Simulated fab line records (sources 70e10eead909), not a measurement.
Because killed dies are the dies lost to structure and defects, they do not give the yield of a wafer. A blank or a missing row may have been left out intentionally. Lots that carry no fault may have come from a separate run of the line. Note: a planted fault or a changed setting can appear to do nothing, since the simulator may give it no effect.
Matching of chambers    flow nand harc    rie diel-05 running NHARC_P_M0_STRIP_18: 4 sister chambers
The step strips in N2/H2. 36 wafers are shown with their chamber, then 12 later ones without.

WAFERS WITH THEIR CHAMBER
wafer   chamber  showerhead plenum p Torr (Torr)  drypump motor current A (A)  rf vpp V (V)
L075.1  2        2.01                             5.9                          90.4
L075.2  3        2.11                             5.7                          90.9
L075.5  0        1.91                             6.0                          91.0
L076.2  0        1.91                             6.0                          89.8
L076.3  1        2.16                             6.2                          91.6
L076.5  0        1.91                             6.0                          89.1
L077.3  3        2.10                             5.7                          91.4
L077.4  0        1.91                             6.0                          90.7
L077.5  3        2.10                             5.7                          91.7
L078.4  3        2.10                             5.8                          89.9
L078.5  2        2.01                             5.9                          91.3
L078.6  1        2.16                             6.2                          89.8
L079.1  3        2.10                             5.7                          91.2
L079.2  1        2.16                             6.2                          90.9
L079.4  0        1.91                             6.0                          88.6
L080.3  0        1.91                             6.0                          90.1
L080.4  1        2.16                             6.2                          92.8
L080.6  2        2.01                             5.9                          91.6
L081.1  0        1.91                             6.0                          88.4
L081.2  3        2.10                             5.7                          90.1
L081.5  2        2.01                             5.9                          90.3
L083.2  3        2.10                             5.8                          90.5
L083.3  2        2.00                             5.8                          91.5
L083.6  2        2.00                             5.8                          90.8
L084.1  2        2.00                             5.8                          91.0
L084.3  3        2.10                             5.7                          92.0
L084.6  2        2.00                             5.8                          90.7
L086.4  0        1.90                             6.0                          90.0
L086.5  0        1.90                             6.0                          90.4
L086.6  3        2.10                             5.8                          92.0
L087.2  1        2.15                             6.2                          92.3
L087.3  3        2.10                             5.7                          91.0
L087.4  2        2.00                             5.8                          90.8
L088.2  2        2.00                             5.8                          90.4
L088.3  1        2.15                             6.2                          91.3
L088.5  1        2.15                             6.2                          90.1

SIGNATURES, as means of the wafers listed above
reading                   chamber 0  chamber 1  chamber 2  chamber 3  scatter within a chamber
showerhead plenum p Torr  1.9078     2.1557     2.0040     2.1010     0.00453
drypump motor current A   6.000      6.200      5.840      5.730      0.0375
rf vpp V                  89.789     91.257     90.880     91.070     0.804
Rule: for each reading, subtract the chamber's mean from the wafer's reading, divide by that reading's scatter and square the result; add these up over the readings and take the root, which gives the wafer's distance from the chamber. If the next closest chamber is less than 2 further off than the closest, the wafer can't be placed; otherwise it belongs to the closest. The scatter is the square root of a quotient: the sum, over the shown wafers, of each reading's squared deviation from its chamber's mean, divided by wafers minus chambers.

WAFERS WHOSE CHAMBER IS MISSING
wafer   showerhead plenum p Torr (Torr)  drypump motor current A (A)  rf vpp V (V)
L090.1  2.00                             5.8                          91.5
L090.4  1.90                             6.0                          89.4
L090.5  2.00                             5.8                          90.2
L091.1  2.00                             5.9                          90.1
L091.3  2.15                             6.2                          92.2
L091.5  1.90                             6.0                          89.4
L093.3  2.09                             5.7                          90.8
L093.4  2.00                             5.8                          89.8
L093.5  1.90                             6.0                          91.0
L096.1  1.90                             6.0                          89.8
L096.3  2.09                             5.8                          91.2
L096.6  2.00                             5.8                          88.8

EACH ONE'S CHAMBER
wafer   from the rows above  in truth
L090.1  2                    2
L090.4  0                    0
L090.5  2                    2
L091.1  2                    2
L091.3  1                    1
L091.5  0                    0
L093.3  3                    3
L093.4  2                    2
L093.5  0                    0
L096.1  0                    0
L096.3  3                    3
L096.6  2                    2
Correct placement for 12 of the 12. Can't be placed from these rows: 0. Wrongly placed: 0.
